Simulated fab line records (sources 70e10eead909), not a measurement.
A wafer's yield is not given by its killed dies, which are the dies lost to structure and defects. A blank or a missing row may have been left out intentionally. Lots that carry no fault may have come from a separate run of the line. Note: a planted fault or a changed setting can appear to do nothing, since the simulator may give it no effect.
The tool behind it: which one? -- flow nandHarc -- 11 lots with 33 wafers sampled at 6 steps, on a route of 1159 steps

== WHAT EACH GAUGE READ, for each wafer ==
NHARC_P_ZERO_WELL_CD_MEAS_37: target cd 720 nm. Usual: cdNm reads 719.6 nm (standard deviation 2.1).
lot,measured,on,cdNm (nm),flag
L330,day 1 16:15,cdSem-01,722.5 722.2 722.0,
L331,day 1 22:07,cdSem-01,720.8 722.9 721.2,
L334,day 2 16:10,cdSem-03,766.8 766.7 719.1 766.6 766.5 719.2,OFF
L336,day 3 04:06,cdSem-03,768.9 721.5 769.4 769.2 721.4 769.8,OFF
L337,day 3 10:07,cdSem-03,719.9 720.7 721.5,
L343,day 4 22:12,cdSem-02,721.1 722.0 721.1,
L344,day 5 04:16,cdSem-02,716.2 717.9 718.0,
L349,day 6 10:08,cdSem-01,719.0 717.7 718.8,
L350,day 6 16:07,cdSem-01,716.1 717.0 717.8,
L352,day 7 04:10,cdSem-02,719.6 719.5 719.6,
L353,day 7 10:06,cdSem-03,720.3 722.2 720.8,

NHARC_P_STI_INSPECT_25. Usual: rawDefectCount reads 201 (standard deviation 64).
lot,measured,on,rawDefectCount,flag
L330,day 3 19:20,defectInspect-01,271 204 224,
L331,day 4 00:22,defectInspect-01,308 288 188,
L334,day 4 19:14,defectInspect-02,102 171 120,
L336,day 5 03:44,defectInspect-02,140 143 151,
L337,day 5 03:44,defectInspect-01,143 140 142,
L343,day 7 00:30,defectInspect-02,141 152 244,
L344,day 7 06:25,defectInspect-02,221 111 147,
L349,day 8 08:58,defectInspect-01,139 227 185,
L350,day 8 08:58,defectInspect-02,199 102 161,
L352,day 9 03:18,defectInspect-02,273 190 185,
L353,day 9 12:01,defectInspect-02,238 184 207,

NHARC_END_SORT_01. Usual: killedAtArray 25, standard deviation 9.5; killedAtOther 0.8, standard deviation 1.2; killedAtPeriphery 3.4, standard deviation 2.2; killedDies 29, standard deviation 10; killedOpen 3.3, standard deviation 1.8; killedShort 2.1, standard deviation 1.4.
lot,measured,on,killedAtArray,killedAtOther,killedAtPeriphery,killedDies,killedOpen,killedShort,flag
L330,day 19 19:06,prober-02,24 16 27,0 2 0,2 1 2,26 19 29,5 5 6,2 1 1,
L334,day 20 02:05,prober-02,15 20 12,1 0 0,2 1 1,18 21 13,0 3 4,2 3 3,
L336,day 21 06:42,prober-01,32 32 22,1 0 5,3 3 4,36 35 31,4 3 2,2 3 2,
L349,day 24 10:02,prober-01,30 31 25,0 0 2,6 3 6,36 34 33,2 3 5,2 3 2,
L352,day 25 07:31,prober-02,31 22 29,1 0 2,2 3 2,34 25 33,3 5 4,2 2 4,

== TOOL THAT RAN EACH LOT (tool first, then ch and the chambers of the sampled wafers, then the start) ==
lot,NHARC_P_ZERO_WELL_EXPOSE_34,NHARC_P_ZERO_WELL_DESCUM_39,NHARC_P_STI_ETCH_42
L330,"krfScanner-02 ch 0, day 1 16:06","rieDiel-04 ch 1,3, day 1 16:25","rieDiel-03 ch 0,3, day 2 13:28"
L331,"krfScanner-02 ch 0, day 1 21:56","rieDiel-04 ch 1,3, day 1 22:16","rieDiel-12 ch 0,2,3, day 2 20:15"
L334,"krfScanner-03 ch 0, day 2 16:01","rieDiel-08 ch 2,3, day 2 21:38","rieDiel-12 ch 0,3, day 3 11:19"
L336,"krfScanner-03 ch 0, day 3 03:56","rieDiel-08 ch 1,2, day 3 07:40","rieDiel-03 ch 0,1, day 4 00:04"
L337,"krfScanner-02 ch 0, day 3 09:58","rieDiel-04 ch 0,1,2, day 3 10:18","rieDiel-12 ch 0,2,3, day 4 05:14"
L343,"krfScanner-04 ch 0, day 4 22:02","rieDiel-04 ch 1,3, day 4 22:22","rieDiel-12 ch 0,2, day 5 19:13"
L344,"krfScanner-02 ch 0, day 5 04:07","rieDiel-08 ch 1,2, day 5 04:25","rieDiel-12 ch 0,2,3, day 6 01:11"
L349,"krfScanner-02 ch 0, day 6 09:58","rieDiel-01 ch 0,1,2, day 6 10:20","rieDiel-12 ch 0,1,2, day 7 08:14"
L350,"krfScanner-04 ch 0, day 6 15:58","rieDiel-04 ch 0,1,3, day 6 16:17","rieDiel-03 ch 0,1,3, day 7 08:04"
L352,"krfScanner-04 ch 0, day 7 04:01","rieDiel-04 ch 1,2,3, day 7 04:19","rieDiel-12 ch 0,1,3, day 7 20:38"
L353,"krfScanner-02 ch 0, day 7 09:58","rieDiel-04 ch 1,2,3, day 7 10:17","rieDiel-06 ch 0,1,3, day 8 05:10"
- NHARC_P_ZERO_WELL_EXPOSE_34: exposes mask P PWELL, target cd 720 nm.
- NHARC_P_ZERO_WELL_DESCUM_39: chemistry O2, time 3 s.
- NHARC_P_STI_ETCH_42: etches the open film in N2/H2, target depth 80 nm, overetch 24 nm, time 61 s.

== WHAT THE TOOLS THEMSELVES READ (means of the sampled wafers that have a number; where no wafer has one, the mark that the record gives instead) ==
NHARC_P_ZERO_WELL_DESCUM_39. Usual: chamberPressureMTorr 60.00 mTorr (standard deviation 0.05); drypumpMotorCurrentA 5.6 A (standard deviation 0.31); o2FlowSccm 200.1 sccm (standard deviation 0.98); oesProductAu 0.996 a.u. (standard deviation 0.011); rfVppV 57.9 V (standard deviation 0.95); showerheadPlenumPTorr 1.96 Torr (standard deviation 0.077); throttleValvePct 11.311 % (standard deviation 0.0081).
lot,tool,chamberPressureMTorr (mTorr),drypumpMotorCurrentA (A),o2FlowSccm (sccm),oesProductAu (a.u.),rfVppV (V),showerheadPlenumPTorr (Torr),throttleValvePct (%),flag
L330,rieDiel-04,60.00,5.2,200.0,1.003,57.8,1.97,11.308,
L331,rieDiel-04,59.99,5.2,200.3,1.006,58.0,1.97,11.312,
L334,rieDiel-08,59.97,5.8,199.9,0.982,57.8,1.97,11.309,
L336,rieDiel-08,59.96,5.4,200.1,0.996,57.0,1.87,11.308,
L337,rieDiel-04,59.94,5.6,200.2,1.001,57.3,1.97,11.311,
L343,rieDiel-04,59.96,5.3,199.9,1.001,57.8,1.89,11.310,
L344,rieDiel-08,60.01,5.4,199.6,0.994,57.5,1.87,11.319,
L349,rieDiel-01,60.01,5.8,199.6,1.003,58.0,1.99,11.320,
L350,rieDiel-04,60.01,5.4,200.1,0.994,57.6,1.93,11.308,
L352,rieDiel-04,59.98,5.5,199.7,0.991,57.7,1.93,11.316,
L353,rieDiel-04,59.98,5.5,199.6,0.998,57.9,1.93,11.305,

NHARC_P_STI_ETCH_42. Usual: chamberPressureMTorr 30.003 mTorr (standard deviation 0.028); drypumpMotorCurrentA 5.6 A (standard deviation 0.4); h2FlowSccm 150.0 sccm (standard deviation 0.45); oesProductAu 0.999 a.u. (standard deviation 0.0091); rfVppV 430.7 V (standard deviation 2.3); showerheadPlenumPTorr 2.04 Torr (standard deviation 0.079); throttleValvePct 14.172 % (standard deviation 0.0087).
lot,tool,chamberPressureMTorr (mTorr),drypumpMotorCurrentA (A),h2FlowSccm (sccm),oesProductAu (a.u.),rfVppV (V),showerheadPlenumPTorr (Torr),throttleValvePct (%),flag
L330,rieDiel-03,29.966,6.0,150.0,0.993,432.9,2.12,14.170,
L331,rieDiel-12,29.987,5.5,150.5,1.007,430.7,2.04,14.175,
L334,rieDiel-12,30.009,5.7,149.9,1.006,428.1,1.97,14.175,
L336,rieDiel-03,30.005,5.6,150.1,0.994,430.4,2.04,14.172,
L337,rieDiel-12,29.973,5.5,150.3,1.005,430.5,2.04,14.171,
L343,rieDiel-12,29.994,5.5,149.6,1.005,431.5,2.07,14.162,
L344,rieDiel-12,30.006,5.5,149.5,0.998,430.6,2.04,14.160,
L349,rieDiel-12,29.982,5.7,150.0,1.001,431.6,2.04,14.168,
L350,rieDiel-03,30.033,5.8,149.7,1.000,431.1,2.07,14.174,
L352,rieDiel-12,30.031,5.6,150.5,1.008,429.4,2.01,14.167,
L353,rieDiel-06,30.024,5.5,150.0,0.987,431.7,2.05,14.173,

== THE ANSWER, worked out from the rows above alone ==
Rule: a lot counts as off when the mean over its wafers that have a number is more than 3 standard deviations away from the usual mean. A lot without any number at a reading at which 4 lots or more have one is off too. Where the step has rows for the other lots, those lots are counted as sound. Order of review: gauges by route order, followed by the tools' own readings, for which a lot's mean as printed above is used. At the first step where some lot is off, the reading lying furthest off is the one used; lots without a number count as furthest.
Off: L334, L336 (NHARC_P_ZERO_WELL_CD_MEAS_37, cdNm).
If a tool, at a process step before that reading, ran all the lots that are off and no sound lot after the first of them, it fits. The gauges at NHARC_P_ZERO_WELL_CD_MEAS_37 are tried like those tools. One fits: krfScanner-03 at NHARC_P_ZERO_WELL_EXPOSE_34. It ran no sound lot before its first lot that is off in this sample, so the start can't be narrowed down.

== WHAT THE SIMULATOR PUT IN ==
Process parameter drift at NHARC_P_ZERO_WELL_EXPOSE_34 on krfScanner-03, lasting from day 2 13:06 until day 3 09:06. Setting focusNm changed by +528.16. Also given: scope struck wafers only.
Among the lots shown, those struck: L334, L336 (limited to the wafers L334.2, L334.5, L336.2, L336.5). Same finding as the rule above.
